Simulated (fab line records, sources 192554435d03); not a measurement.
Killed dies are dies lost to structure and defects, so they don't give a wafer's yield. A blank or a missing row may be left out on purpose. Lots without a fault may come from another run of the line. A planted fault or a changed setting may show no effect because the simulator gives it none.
fab line records | flow n5_finfet
record lots=10 wafers=30 last_day=17
route steps=1938 shown BEOL_M9@1445 PAD_METAL@1894 PASSIVATION@1925
lots that met no fault: from a run of the same line without faults
start_h: hours from the record's first day to the start of the lot's first wafer shown | wait_h: hours since the lot's step before | " the same as in the row above | L1.1+2: a row that stands for several wafers | - no value, or no start given | * or withheld: withheld | < > ~ a bound
route shown NAME@n: a module of which the file shows steps, and the number in the route of the first | usual: mean/standard deviation of fault-free wafers | same: alike in all rows | chamber/n: place in a boat | sites: the reading at each site | _std_site: their standard deviation | _edge_site: outer sites' mean less inner sites' | radius_mm: how far each site lies from the wafer's centre | mask NAME#n: copy n | behind: the tool/chamber that last shaped the wafer | hold: why the lot was held/for how many hours/how that ended | device: the transistor (n, p or np) that didn't switch | end of line: the same wafers' tests at the end of the route | a step without rows: its recipe alone | killed: dies lost to structure and defects at the first sort, not the wafer's yield | map: a wafer's dies, x killed, . not, _ none there
set.NAME: the setting as run; set.NAME@STEP: as run at that earlier step | model.NAME: the simulator's own value behind a step, which no gauge read
steps of the route over a sample of lots; a table a step, a row a wafer
services: from which hour (start_h, from the record's first day; less than 0 if before it) a tool's chamber was out of use, for how many hours, and why
## steps
# step N5_BEOL_M9_STRIP_36
# recipe chemistry=N2/H2 power_w=450 temp_c=40 pressure_mtorr=20 rf_frequency_hz=6e+07 overash_fraction=0.3 bias_power_w=7 h2_frac=0.5 n2_flow_sccm=200 h2_flow_sccm=200
# usual bias_power_w=7.001/0.021 drypump_motor_current_A=5.6/0.54 oes_product_au=0.82/0.11 rf_vpp_V=59.3/1.5 showerhead_plenum_p_Torr=2.52/0.096 throttle_valve_pct=23.5/0.46
# columns lot.wafer tool chamber start_h wait_h bias_power_w drypump_motor_current_A oes_product_au rf_hours_counter_h rf_vpp_V showerhead_plenum_p_Torr throttle_valve_pct
L710.4 rie_diel-03 1 193.69 0.0 7.022 4.9 0.86 - 58.0 2.69 24.1
L710.5 " 2 " " 7.010 6.6 0.76 - 61.4 2.62 23.2
L710.6 " 3 " " 6.998 5.4 0.97 - 58.6 2.49 23.7
L711.2 rie_diel-05 0 213.97 0.0 7.008 5.5 0.88 56 59.8 2.56 22.8
L711.3 " 2 " " 7.037 5.7 0.65 249 60.2 2.59 22.9
L711.4 " 3 " " 6.991 5.0 0.99 - 59.6 2.49 22.8
L713.2 rie_diel-04 2 218.26 0.0 6.990 6.3 0.70 229 58.2 2.51 24.1
L713.4 " 1 " " 6.971 5.0 0.71 178 62.3 2.41 23.7
L713.5 " 3 " " 7.042 6.1 0.77 - 61.0 2.44 23.5
L712.1 rie_diel-05 0 219.79 0.0 6.943 5.5 0.87 58 58.9 2.56 22.8
L712.3 " 2 " " 6.962 5.7 0.65 252 62.8 2.59 22.9
L712.4 " 2 " " 6.984 5.7 0.65 - 60.9 2.59 22.9
L714.1 rie_diel-05 0 230.17 0.0 6.994 5.5 0.87 62 59.3 2.56 22.8
L714.2 " 3 " " 7.001 5.0 0.97 9 59.8 2.48 22.8
L714.4 " 0 " " 7.038 5.5 0.87 - 60.2 2.56 22.7
L715.2 rie_diel-04 3 241.19 0.0 7.043 6.0 0.75 145 57.5 2.43 23.5
L715.3 " 1 " " 7.016 5.0 0.70 184 58.0 2.41 23.7
L715.5 " 0 " " 6.990 5.1 0.69 - 58.0 2.40 23.5
L717.2 rie_diel-04 1 243.89 0.0 6.985 5.0 0.70 186 61.1 2.41 23.7
L717.3 " 0 " " 7.024 5.1 0.70 228 58.3 2.40 23.5
L717.5 " 2 " " 6.991 6.3 0.69 - 59.8 2.51 24.1
L718.1 rie_diel-05 3 257.57 0.0 6.981 5.0 0.93 19 58.2 2.48 22.8
L718.4 " 0 " " 6.994 5.5 0.84 - 58.4 2.55 22.7
L718.6 " 3 " " 6.982 5.0 0.91 - 57.9 2.48 22.8
L720.1 rie_diel-04 2 261.69 0.0 6.979 6.3 0.68 243 58.3 2.50 24.1
L720.2 " 3 " " 7.012 6.1 0.74 152 57.9 2.43 23.5
L720.4 " 1 " " 7.003 5.0 0.69 191 58.9 2.41 23.7
L733.1 rie_diel-03 3 359.84 0.0 6.969 5.5 0.86 53 59.0 2.47 23.8
L733.3 " 1 " " 7.011 4.9 0.81 95 58.6 2.67 24.2
L733.5 " 1 " " 7.017 4.9 0.81 - 61.0 2.67 24.2
# step N5_PASSIVATION_PRE_CLEAN_19
# recipe gas=H2/He time_s=* temp_c=*
# usual heater_power_w=454/43
# columns lot.wafer tool chamber start_h wait_h heater_power_w
L710.4 pvd_sputter-03 - 242.32 0.0 354
L710.5 " - " " 484
L710.6 " - " " 421
L713.2 pvd_sputter-01 - 264.73 0.0 388
L713.4 " - " " 480
L713.5 " - " " 388
L711.2 pvd_sputter-01 - 265.23 0.0 476
L711.3 " - " " 509
L711.4 " - " " 494
L712.1 pvd_sputter-01 - 271.35 0.0 397
L712.3 " - " " 504
L712.4 " - " " 476
L714.1 pvd_sputter-01 - 280.54 0.0 479
L714.2 " - " " 489
L714.4 " - " " 496
L715.2 pvd_sputter-02 - 302.43 0.0 436
L715.3 " - " " 460
L715.5 " - " " 492
L717.2 pvd_sputter-03 - 305.29 0.0 371
L717.3 " - " " 426
L717.5 " - " " 483
L718.1 pvd_sputter-02 - 309.93 0.0 455
L718.4 " - " " 478
L718.6 " - " " 449
L720.1 pvd_sputter-02 - 320.94 0.0 451
L720.2 " - " " 494
L720.4 " - " " 470
L733.1 pvd_sputter-01 - 409.94 0.0 505
L733.3 " - " " 473
L733.5 " - " " 474
# step N5_PASSIVATION_CD_MEAS_44
# recipe target_cd_nm=40000 landing_energy_ev=500 detector=se_inlens
# usual cd_nm=40000/3
# columns lot.wafer tool chamber start_h wait_h cd_nm
L710.4 cd_sem-03 0 245.01 - 39996
L710.5 " 0 " " 39997
L710.6 " 0 " " 39999
L713.2 cd_sem-03 0 267.22 - 39999
L713.4 " 0 " " 39999
L713.5 " 0 " " 40003
L711.2 cd_sem-01 0 268.84 - 39999
L711.3 " 0 " " 39999
L711.4 " 0 " " 39999
L712.1 cd_sem-01 0 274.35 - 40003
L712.3 " 0 " " 40000
L712.4 " 0 " " 40006
L714.1 cd_sem-01 0 283.68 - 40001
L714.2 " 0 " " 40000
L714.4 " 0 " " 40002
L715.2 cd_sem-01 0 305.03 - 40000
L715.3 " 0 " " 40000
L715.5 " 0 " " 40000
L717.2 cd_sem-03 0 308.47 - 40001
L717.3 " 0 " " 40006
L717.5 " 0 " " 40000
L718.1 cd_sem-03 0 312.57 - 40002
L718.4 " 0 " " 40005
L718.6 " 0 " " 40003
L720.1 cd_sem-01 0 323.73 - 40000
L720.2 " 0 " " 40006
L720.4 " 0 " " 40002
L733.1 cd_sem-01 0 412.54 - 40001
L733.3 " 0 " " 40000
L733.5 " 0 " " 40004
# step N5_PASSIVATION_PASS_ETCH_47
# recipe chemistry=CF4/O2 target=SiNx target_depth_a=7700 time_s=385 ion_energy_ev=100 pressure_mtorr=40 source_w=535 bias_w=49 Ar_flow_sccm=100 cf4_flow_sccm=100 O2_flow_sccm=10
# usual O2_flow_sccm=9.999/0.029 bias_w=49.01/0.12 drypump_motor_current_A=5.7/0.52 oes_product_au=0.81/0.057 rf_vpp_V=240.6/2.3 showerhead_plenum_p_Torr=2.21/0.08 throttle_valve_pct=15.84/0.13
# columns lot.wafer tool chamber start_h wait_h O2_flow_sccm bias_w drypump_motor_current_A oes_product_au rf_hours_counter_h rf_vpp_V showerhead_plenum_p_Torr throttle_valve_pct
L710.4 rie_diel-01 3 245.47 0.1 10.028 49.07 5.7 0.82 - 240.9 2.14 15.87
L710.5 " 2 " " 9.947 49.06 6.4 0.89 - 238.8 2.16 15.68
L710.6 " 1 " " 9.970 48.79 5.4 0.68 - 241.8 2.18 16.11
L713.2 rie_diel-06 0 267.34 0.0 10.016 48.92 5.3 0.85 49 243.8 2.32 15.78
L713.4 " 1 " " 10.007 48.91 6.7 0.77 139 240.8 2.11 15.97
L713.5 " 3 " " 10.017 48.95 5.1 0.83 - 245.4 2.30 15.80
L711.2 rie_diel-01 3 269.09 0.0 10.002 49.04 5.7 0.80 75 241.8 2.13 15.90
L711.3 " 1 " " 9.983 49.05 5.3 0.67 254 239.0 2.18 16.16
L711.4 " 3 " " 10.026 48.96 5.7 0.81 - 240.9 2.13 15.87
L712.1 rie_diel-02 3 275.10 0.0 9.977 48.81 4.7 0.79 111 241.1 2.13 16.05
L712.3 " 3 " " 9.969 48.75 4.7 0.79 - 240.7 2.13 16.02
L712.4 " 0 " " 10.001 49.19 5.8 0.81 - 238.7 2.23 15.63
L714.1 rie_diel-02 1 283.80 0.0 10.029 49.00 5.6 0.80 94 241.3 2.23 15.70
L714.2 " 0 " " 10.008 49.22 5.8 0.80 85 237.4 2.23 15.65
L714.4 " 3 " " 10.014 48.92 4.7 0.78 - 240.8 2.13 16.05
L715.2 rie_diel-01 3 305.29 0.0 9.947 48.89 5.7 0.79 88 241.3 2.13 15.90
L715.3 " 1 " " 10.026 49.01 5.3 0.98 4 239.6 2.18 15.68
L715.5 " 2 " " 10.001 48.75 6.4 0.84 - 238.5 2.15 15.75
L717.2 rie_diel-01 2 308.59 0.0 10.016 48.81 6.4 0.84 48 238.4 2.15 15.73
L717.3 " 1 " " 9.978 49.07 5.3 0.97 6 239.3 2.18 15.69
L717.5 " 1 " " 10.019 48.84 5.3 0.97 - 240.2 2.18 15.70
L718.1 rie_diel-06 0 312.69 0.0 9.993 48.99 5.3 0.83 62 242.2 2.32 15.80
L718.4 " 3 " " 9.989 49.17 5.1 0.81 94 245.2 2.30 15.80
L718.6 " 2 " " 9.982 48.94 5.5 0.83 - 242.2 2.31 15.90
L720.1 rie_diel-02 0 324.18 0.0 10.027 49.01 5.8 0.78 103 237.6 2.23 15.66
L720.2 " 1 " " 10.018 49.10 5.6 0.79 112 238.3 2.22 15.72
L720.4 " 0 " " 10.027 48.98 5.8 0.79 - 239.5 2.23 15.67
L733.1 rie_diel-01 2 412.66 0.0 10.006 49.09 6.4 0.80 85 238.4 2.14 15.81
L733.3 " 1 " " 9.972 49.21 5.3 0.88 41 241.5 2.16 15.78
L733.5 " 2 " " 10.012 49.08 6.4 0.79 - 237.3 2.14 15.81
# step N5_PASSIVATION_PROBE_49
# usual defect_limited_yield=91.5/1.6 killed_at_M0_to_M3=33/10 killed_at_M4_up=13/5.6 killed_at_contacts=13/6 killed_at_front_end=39/12 killed_at_other=3.0/2.8 killed_dies=101/19 killed_on_rim=13/4 killed_open=65/13 killed_short=32/8.3 sort_bin_4_leakage=0.00/0.0072 sort_bin_5_function=5.0/1 sort_bin_6_memory=3.1/0.69 sort_n_pass=1079/19 sort_yield_pct=91.5/1.6
# same gross_dies=1180 killed_at_back_side=0 sort_bin_8_speed[%]=0
# columns lot.wafer tool chamber start_h wait_h defect_limited_yield[%] killed_at_M0_to_M3 killed_at_M4_up killed_at_contacts killed_at_front_end killed_at_other killed_dies killed_on_rim killed_open killed_short sort_bin_4_leakage[%] sort_bin_5_function[%] sort_bin_6_memory[%] sort_n_pass sort_yield_pct[%]
L711.2 prober-01 - 273.74 0.4 91.6 40 8 9 41 1 99 12 63 34 0 4.9 3.1 1081 91.6
L711.3 prober-01 - 273.79 0.5 90.2 43 7 7 58 1 116 19 71 40 0 5.0 4.2 1064 90.2
L711.4 prober-01 - 273.84 0.5 89.7 42 24 8 45 3 122 18 77 42 0 6.2 3.6 1058 89.7
L712.1 prober-02 - 278.39 0.0 93.2 29 11 6 33 1 80 8 43 30 0 4.0 2.0 1100 93.2
L712.3 prober-02 - 278.49 0.1 91.7 36 16 8 38 0 98 14 72 25 0 5.0 3.1 1082 91.7
L712.4 prober-02 - 278.54 0.2 91.8 36 16 6 38 1 97 15 68 28 0 4.9 3.1 1083 91.8
L714.1 prober-02 - 286.85 0.0 90.8 54 8 7 36 3 108 18 62 43 0 4.6 4.3 1072 90.8
L714.2 prober-02 - 286.90 0.1 87.6 60 18 13 47 8 146 21 81 60 0 6.9 4.4 1034 87.6
L714.4 prober-02 - 287.00 0.2 88.9 40 32 14 40 5 131 19 81 46 0 6.2 4.1 1049 88.9
L715.2 prober-01 - 308.35 0.1 94.2 25 9 8 27 0 69 10 50 16 0 3.1 2.8 1111 94.2
L715.3 prober-01 - 308.40 0.1 90.3 42 10 16 44 3 115 13 81 32 0 5.3 3.9 1065 90.3
L715.5 prober-01 - 308.50 0.2 91.7 41 16 10 29 2 98 15 55 41 0 5.1 3.1 1082 91.7
L720.1 prober-01 - 327.19 0.0 84.7 34 78 14 51 3 180 35 84 32 0 8.6 4.1 1000 84.7
L720.2 prober-01 - 327.24 0.1 91.5 22 13 14 49 2 100 10 63 35 0 4.7 3.3 1080 91.5
L720.4 prober-01 - 327.34 0.2 90.3 37 17 11 48 1 114 12 79 34 0 6.2 3.2 1066 90.3
L733.1 prober-01 - 416.21 0.0 90.9 11 14 22 59 1 107 11 73 31 0 5.3 3.5 1073 90.9
L733.3 prober-01 - 416.31 0.1 93.4 26 15 7 27 3 78 14 57 14 0 4.2 2.3 1102 93.4
L733.5 prober-01 - 416.41 0.2 90.1 25 14 18 59 1 117 15 75 40 0 6.3 3.5 1063 90.1
# killed by level:class
L711.2 STI_FIN_REVEAL:geometric_particle:open=15 BEOL_M2:geometric_particle:open=9 MOL_CONTACT_COAG:geometric_particle:open=7 BEOL_M1:geometric_particle:open=6 BEOL_M3:geometric_particle:open=6 BEOL_M0_SAQP:geometric_particle:short=5 BEOL_M4:geometric_particle:short=5 FIN_SAQP:geometric_particle:short=4
L711.3 STI_FIN_REVEAL:geometric_particle:open=17 FIN_SAQP:geometric_particle:open=12 BEOL_M0_SAQP:geometric_particle:short=9 FIN_SAQP:geometric_particle:short=7 MOL_CONTACT_COAG:geometric_particle:open=6 BEOL_M0_SAQP:geometric_particle:open=6 BEOL_M2:geometric_particle:open=6 STI_FIN_REVEAL:geometric_particle:short=5
L711.4 BEOL_M0_SAQP:geometric_particle:short=14 STI_FIN_REVEAL:geometric_particle:open=12 BEOL_M0_SAQP:geometric_particle:open=11 BEOL_M4:geometric_particle:open=10 DUMMY_GATE:geometric_particle:open=8 FIN_SAQP:geometric_particle:open=6 MOL_CONTACT_COAG:geometric_particle:open=6 BEOL_M3:geometric_particle:open=5
L712.1 BEOL_M0_SAQP:geometric_particle:short=9 BEOL_M1:geometric_particle:open=6 HKMG_FIN:area_etch=6 BEOL_M4:geometric_particle:short=5 DUMMY_GATE:geometric_particle:open=4 ILD0:geometric_particle:short=4 MOL_CONTACT_COAG:geometric_particle:open=4 BEOL_M0_SAQP:geometric_particle:open=4
L712.3 BEOL_M0_SAQP:geometric_particle:open=10 STI_FIN_REVEAL:geometric_particle:open=9 MOL_CONTACT_COAG:geometric_particle:open=7 BEOL_M0_SAQP:geometric_particle:short=7 DUMMY_GATE:geometric_particle:open=6 BEOL_M1:geometric_particle:open=6 BEOL_M3:geometric_particle:open=6 GATE_CUT:geometric_particle:short=5
L712.4 STI_FIN_REVEAL:geometric_particle:open=11 BEOL_M2:geometric_particle:open=9 BEOL_M0_SAQP:geometric_particle:open=7 FIN_SAQP:geometric_particle:open=6 BEOL_M4:geometric_particle:open=6 BEOL_M1:geometric_particle:open=5 MOL_CONTACT_COAG:geometric_particle:open=5 BEOL_M2:geometric_particle:short=5
L714.1 BEOL_M0_SAQP:geometric_particle:open=17 BEOL_M0_SAQP:geometric_particle:short=15 BEOL_M1:geometric_particle:open=7 STARTING-WAFER:geometric_particle:open=6 BEOL_M2:geometric_particle:open=6 STI_FIN_REVEAL:geometric_particle:open=4 DUMMY_GATE:geometric_particle:open=4 MOL_CONTACT_COAG:geometric_particle:open=4
L714.2 BEOL_M0_SAQP:geometric_particle:open=20 BEOL_M0_SAQP:geometric_particle:short=17 FIN_SAQP:geometric_particle:short=10 MOL_CONTACT_COAG:geometric_particle:open=9 STI_FIN_REVEAL:geometric_particle:open=8 FIN_SAQP:geometric_particle:open=6 BEOL_M1:geometric_particle:open=6 BEOL_M2:geometric_particle:short=5
L714.4 BEOL_M4:geometric_particle:open=15 BEOL_M2:geometric_particle:open=13 BEOL_M0_SAQP:geometric_particle:short=11 MOL_CONTACT_COAG:geometric_particle:open=9 BEOL_M0_SAQP:geometric_particle:open=7 STI_FIN_REVEAL:geometric_particle:open=6 MOL_CONTACT_COAG:geometric_particle:short=5 BEOL_M4:geometric_particle:short=5
L715.2 FIN_SAQP:geometric_particle:open=11 MOL_CONTACT_COAG:geometric_particle:open=8 BEOL_M2:geometric_particle:open=8 FIN_SAQP:geometric_particle:short=6 BEOL_M0_SAQP:geometric_particle:open=6 STI_FIN_REVEAL:geometric_particle:open=5 BEOL_M4:geometric_particle:open=4 BEOL_M2:geometric_particle:short=3
L715.3 MOL_CONTACT_COAG:geometric_particle:open=13 FIN_SAQP:geometric_particle:open=12 BEOL_M2:geometric_particle:open=8 BEOL_M1:geometric_particle:open=8 BEOL_M0_SAQP:geometric_particle:short=6 BEOL_M3:geometric_particle:open=6 FIN_SAQP:geometric_particle:short=5 STI_FIN_REVEAL:geometric_particle:open=5
L715.5 FIN_SAQP:geometric_particle:short=11 FIN_SAQP:geometric_particle:open=7 BEOL_M0_SAQP:geometric_particle:short=7 BEOL_M2:geometric_particle:open=7 MOL_CONTACT_COAG:geometric_particle:open=6 BEOL_M0_SAQP:geometric_particle:open=6 BEOL_M0:geometric_particle:open=6 BEOL_M1:geometric_particle:open=5
L720.1 BEOL_M9:unspecified=58 STI_FIN_REVEAL:geometric_particle:open=16 MOL_CONTACT_COAG:geometric_particle:open=11 FIN_SAQP:geometric_particle:open=10 BEOL_M0_SAQP:geometric_particle:short=8 FIN_SAQP:geometric_particle:short=7 BEOL_M3:geometric_particle:open=7 BEOL_M0_SAQP:geometric_particle:open=5
L720.2 STI_FIN_REVEAL:geometric_particle:open=16 MOL_CONTACT_COAG:geometric_particle:open=11 FIN_SAQP:geometric_particle:short=6 STI_FIN_REVEAL:geometric_particle:short=5 BEOL_M0_SAQP:geometric_particle:short=5 BEOL_M3:geometric_particle:open=5 BEOL_M7:geometric_particle:open=5 DUMMY_GATE:geometric_particle:open=4
L720.4 STI_FIN_REVEAL:geometric_particle:open=10 MOL_CONTACT_COAG:geometric_particle:open=10 BEOL_M0_SAQP:geometric_particle:open=10 FIN_SAQP:geometric_particle:open=9 BEOL_M4:geometric_particle:open=9 FIN_SAQP:geometric_particle:short=8 BEOL_M0_SAQP:geometric_particle:short=7 BEOL_M1:geometric_particle:open=6
L733.1 STI_FIN_REVEAL:geometric_particle:open=19 MOL_CONTACT_COAG:geometric_particle:open=17 FIN_SAQP:geometric_particle:short=10 FIN_SAQP:geometric_particle:open=10 MOL_CONTACT_COAG:geometric_particle:short=5 BEOL_M4:geometric_particle:open=5 STI_FIN_REVEAL:geometric_particle:short=3 ILD0:geometric_particle:short=3
L733.3 STI_FIN_REVEAL:geometric_particle:open=11 BEOL_M0_SAQP:geometric_particle:open=9 BEOL_M3:geometric_particle:open=9 MOL_CONTACT_COAG:geometric_particle:open=6 FIN_SAQP:geometric_particle:open=4 FIN_SAQP:geometric_particle:short=4 BEOL_M4:geometric_particle:open=4 BEOL_M5:geometric_particle:open=3
L733.5 STI_FIN_REVEAL:geometric_particle:open=17 MOL_CONTACT_COAG:geometric_particle:open=17 STARTING-WAFER:geometric_particle:short=8 FIN_SAQP:geometric_particle:short=7 GATE_CUT:geometric_particle:short=7 BEOL_M4:geometric_particle:open=7 BEOL_M0_SAQP:geometric_particle:open=7 STI_FIN_REVEAL:geometric_particle:short=6
## services
# columns tool chamber start_h hours kind
rie_diel-04 1 183.48 4.8 repair
rie_diel-06 3 219.51 1.4 repair
rie_diel-01 0 239.19 - clean
rie_diel-01 0 239.19 - consumable_replace:focus_ring
rie_diel-01 0 239.19 - consumable_replace:showerhead
rie_diel-01 0 239.19 32.1 scheduled_down
rie_diel-01 0 239.19 32.1 vent_cycle
rie_diel-02 1 259.35 18.6 repair
rie_diel-01 1 271.35 - clean
rie_diel-01 1 271.35 - consumable_replace:focus_ring
rie_diel-01 1 271.35 14.4 scheduled_down
pvd_sputter-03 - 328.74 2.3 repair
rie_diel-02 3 329.31 13.5 repair
rie_diel-03 1 342.20 1.8 repair
rie_diel-06 - 358.14 0.3 repair
rie_diel-04 1 359.38 18.2 repair
pvd_sputter-01 - 359.72 0.6 repair
rie_diel-05 3 367.83 2.5 repair
rie_diel-01 1 368.16 6.0 repair
rie_diel-03 3 370.70 7.7 repair
rie_diel-02 1 382.68 3.1 repair
rie_diel-04 2 385.79 2.7 repair
rie_diel-03 3 389.13 16.0 repair
rie_diel-01 3 400.26 16.0 repair
## key
first_sign step=N5_PASSIVATION_PROBE_49 reading=killed_at_M4_up direction=up sigmas=12 usual=13 struck=78
effect step=N5_PASSIVATION_PROBE_49 reading=defect_limited_yield direction=down sigmas=4.2 usual=91.5 struck=84.7
more_kills_born_at N5_BEOL_M9_STRIP_36@rie_diel-04=58
met_at N5_BEOL_M9_STRIP_36
struck_lots L720
struck_wafers L720.1
not_acting_at N5_PASSIVATION_PRE_CLEAN_19,N5_PASSIVATION_CD_MEAS_44,N5_PASSIVATION_PASS_ETCH_47
onset_between 243.89 261.69
fault kind=chamber_particle_source tool=rie_diel-04 chamber=2 onset_h=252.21 steps=N5_BEOL_M9_STRIP_36 rate_per_visit_cm2=1.5853 end_h=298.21
